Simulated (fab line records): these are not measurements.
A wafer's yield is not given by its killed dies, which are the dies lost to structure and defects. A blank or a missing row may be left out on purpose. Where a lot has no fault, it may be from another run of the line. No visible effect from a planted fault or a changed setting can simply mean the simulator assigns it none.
Which tool was responsible? -- flow nandHarc -- 39 wafers from 13 lots sampled at 5 of the route's 1302 steps

WHAT EACH GAUGE READ, for each wafer
NHARC_END_SORT_01. Usual: for defectLimitedYield, 90.5 % with a standard deviation of 2.4; for killedAtArray, 59 with a standard deviation of 16; for killedAtOther, 0.7 with a standard deviation of 1.1; for killedAtPeriphery, 4 with a standard deviation of 3; for killedDies, 64 with a standard deviation of 16; for killedOpen, 3.4 with a standard deviation of 1.8; for killedShort, 2.6 with a standard deviation of 1.7.
lot,measured,on,defectLimitedYield (%),killedAtArray,killedAtOther,killedAtPeriphery,killedDies,killedOpen,killedShort,flag
L591,day 28 08:19,prober-01,90.0,66,0,2,68,1,4,
L592,day 28 15:34,prober-02,88.5,70,2,6,78,4,5,
L604,day 33 09:45,prober-01,92.6 28.8 88.5,46 36 72,2 0 2,2 446 4,50 482 78,6 2 7,6 3 3,OFF
L605,day 34 11:23,prober-02,31.3 27.6 29.0,33 39 40,0 1 0,432 450 441,465 490 481,3 1 5,0 2 0,OFF

TOOL THAT RAN EACH LOT (tool first, then ch and the chambers of the sampled wafers, then the start)
lot,NHARC_P_BONDPAD_ECD_18,NHARC_A_BONDPAD_PVD_27,NHARC_THIN_TSV_ETCH_44,NHARC_THIN_TSV_ANNEAL_52
L582,"ecdCu-01 ch 0,1, day 7 00:53","pvdSputter-01, day 23 23:36 or earlier","rieDiel-01 ch 1,2,3, day 23 23:36","rtpAnneal-02 ch 0, day 24 03:35"
L584,"ecdCu-02 ch 0,1, day 7 13:57","pvdSputter-03, day 24 17:26 or earlier","rieDiel-01 ch 0,1,2, day 24 17:26","rtpAnneal-01 ch 0, day 24 21:16"
L585,"ecdCu-02 ch 1, day 8 07:53","pvdSputter-03, day 24 22:55 or earlier","rieDiel-03 ch 1,2, day 24 22:55","rtpAnneal-02 ch 0, day 25 03:01"
L587,"ecdCu-01 ch 0,1, day 8 20:13","pvdSputter-03, day 25 15:22 or earlier","rieDiel-03 ch 0,1,3, day 25 15:22","rtpAnneal-01 ch 0, day 25 19:01"
L588,"ecdCu-02 ch 0,1, day 9 06:13","pvdSputter-03, day 26 08:50 or earlier","rieDiel-01 ch 0,1,3, day 26 08:50","rtpAnneal-02 ch 0, day 26 12:41"
L589,"ecdCu-02 ch 0,1, day 9 14:21","pvdSputter-01, day 27 00:22 or earlier","rieDiel-03 ch 0,1,2, day 27 00:22","rtpAnneal-02 ch 0, day 27 04:07"
L591,"ecdCu-01 ch 0,1, day 10 05:37","pvdSputter-02, day 27 13:09 or earlier","rieDiel-08 ch 2,3, day 27 13:09","rtpAnneal-02 ch 0, day 27 17:00"
L592,"ecdCu-01 ch 0,1, day 10 19:14","pvdSputter-03, day 27 20:55 or earlier","rieDiel-08 ch 0,1, day 27 20:55","rtpAnneal-01 ch 0, day 28 00:47"
L594,"ecdCu-01 ch 1, day 12 01:13","pvdSputter-03, day 28 21:21 or earlier","rieDiel-08 ch 0,2,3, day 28 21:21","rtpAnneal-01 ch 0, day 29 00:59"
L596,"ecdCu-01 ch 0,1, day 12 18:19","pvdSputter-02, day 29 18:59 or earlier","rieDiel-03 ch 1,2,3, day 29 18:59","rtpAnneal-01 ch 0, day 29 22:41"
L600,"ecdCu-02 ch 0,1, day 14 12:37","pvdSputter-01, day 31 11:44 or earlier","rieDiel-03 ch 1,2,3, day 31 11:44","rtpAnneal-02 ch 0, day 31 15:35"
L604,"ecdCu-01 ch 0,1, day 15 20:38","pvdSputter-02, day 32 20:14 or earlier","rieDiel-08 ch 0,2, day 32 20:14","rtpAnneal-01 ch 0, day 33 00:14"
L605,"ecdCu-01 ch 1, day 16 01:34","pvdSputter-03, day 33 19:48 or earlier","rieDiel-03 ch 0,1,3, day 33 19:48","rtpAnneal-02 ch 0, day 33 23:32"
- NHARC_P_BONDPAD_ECD_18: material Cu, target thk 400 nm.
- NHARC_A_BONDPAD_PVD_27: deposits Cu, target thk 30 nm, time 20.49 s.
- NHARC_THIN_TSV_ETCH_44: etches the open film in CF4/O2, target depth 1594.2 nm, time 797.1 s.
- NHARC_THIN_TSV_ANNEAL_52: time 90 s.

AS READ BY THE TOOLS THEMSELVES (means over the sampled wafers that have a number; for cases with no such wafer, the mark the record gives instead)
NHARC_A_BONDPAD_PVD_27. Usual: cathodeDcPowerW 5000.0 W, standard deviation 0.93; throttleValvePct 30.1 %, standard deviation 0.93.
lot,tool,cathodeDcPowerW (W),throttleValvePct (%),flag
L582,pvdSputter-01,5000.2,30.0,
L584,pvdSputter-03,5000.3,30.2,
L585,pvdSputter-03,4999.6,29.8,
L587,pvdSputter-03,5000.1,29.8,
L588,pvdSputter-03,5000.3,30.1,
L589,pvdSputter-01,4999.8,30.6,
L591,pvdSputter-02,4999.5,30.1,
L592,pvdSputter-03,5000.7,30.4,
L594,pvdSputter-03,5000.1,30.0,
L596,pvdSputter-02,5000.3,29.8,
L600,pvdSputter-01,5000.7,31.0,
L604,pvdSputter-02,5000.7,29.5,
L605,pvdSputter-03,5000.0,30.3,

NHARC_THIN_TSV_ETCH_44. Usual: cf4FlowSccm 150.0 sccm, standard deviation 0.44; drypumpMotorCurrentA 5.7 A, standard deviation 0.46; oesProductAu 1.000 a.u., standard deviation 0.011; rfVppV 794 V, standard deviation 5.4; showerheadPlenumPTorr 1.82 Torr, standard deviation 0.084; throttleValvePct 16.914 %, standard deviation 0.0095.
lot,tool,cf4FlowSccm (sccm),drypumpMotorCurrentA (A),oesProductAu (a.u.),rfVppV (V),showerheadPlenumPTorr (Torr),throttleValvePct (%),flag
L582,rieDiel-01,150.5,6.1,1.008,797,1.87,16.907,
L584,rieDiel-01,149.9,6.3,1.002,797,1.87,16.920,
L585,rieDiel-03,149.9,5.1,0.998,795,1.83,16.914,
L587,rieDiel-03,149.9,5.5,1.012,796,1.86,16.910,
L588,rieDiel-01,150.1,5.8,1.013,798,1.90,16.913,
L589,rieDiel-03,150.2,5.4,1.005,796,1.87,16.918,
L591,rieDiel-08,150.1,5.6,0.997,792,1.80,16.910,
L592,rieDiel-08,150.1,6.0,1.006,787,1.72,16.911,
L594,rieDiel-08,150.0,5.8,0.992,790,1.76,16.923,
L596,rieDiel-03,149.9,5.2,0.993,797,1.87,16.896,
L600,rieDiel-03,150.1,5.2,0.989,796,1.87,16.918,
L604,rieDiel-08,150.3,5.6,1.001,792,1.80,16.909,
L605,rieDiel-03,150.0,5.4,1.000,796,1.86,16.917,

NHARC_THIN_TSV_ANNEAL_52. Usual: wafer_temp_C_max at 226.25, with a standard deviation of 0.3.
lot,tool,wafer_temp_C_max,flag
L582,rtpAnneal-02,226.27,
L584,rtpAnneal-01,226.06,
L585,rtpAnneal-02,226.16,
L587,rtpAnneal-01,226.10,
L588,rtpAnneal-02,226.43,
L589,rtpAnneal-02,226.55,
L591,rtpAnneal-02,226.42,
L592,rtpAnneal-01,226.01,
L594,rtpAnneal-01,226.55,
L596,rtpAnneal-01,226.01,
L600,rtpAnneal-02,226.45,
L604,rtpAnneal-01,226.08,
L605,rtpAnneal-02,226.34,

THE ANSWER, worked out from the rows above alone
Rule: a lot is off if the mean of its wafers that have a number lies more than 3 standard deviations from the usual mean. A lot without any number at a reading at which 4 lots or more have one is off too. Any other lot the step has rows for is counted as sound. Order of review: gauges by route order, followed by the tools' own readings, for which a lot's mean as printed above is used. At the first step where some lot is off, the reading lying furthest off is the one used; lots without a number count as furthest.
Off at NHARC_END_SORT_01 (killedAtPeriphery): L604, L605. Neither off nor sound, because the step has no rows for them: L582, L584, L585, L587, L588, L589, L594, L596, L600.
A tool fits if, at a process step before that reading, it ran every lot that is off, and no sound lot after the first of them. The gauges at NHARC_END_SORT_01 are tried like those tools. Because NHARC_A_BONDPAD_PVD_27 lacks a start for some lots, the hours and order of its lots are taken from NHARC_THIN_TSV_ETCH_44. One fits: NHARC_P_BONDPAD_ECD_18 on ecdCu-01. Its last sound lot is L592 (day 10 19:14), its first lot that is off L604 (day 15 20:38): a fault that began between those two fits.

WHAT THE SIMULATOR HAD INSERTED
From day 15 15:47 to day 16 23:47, ecdCu-01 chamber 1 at NHARC_P_BONDPAD_ECD_18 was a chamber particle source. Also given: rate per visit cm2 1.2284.
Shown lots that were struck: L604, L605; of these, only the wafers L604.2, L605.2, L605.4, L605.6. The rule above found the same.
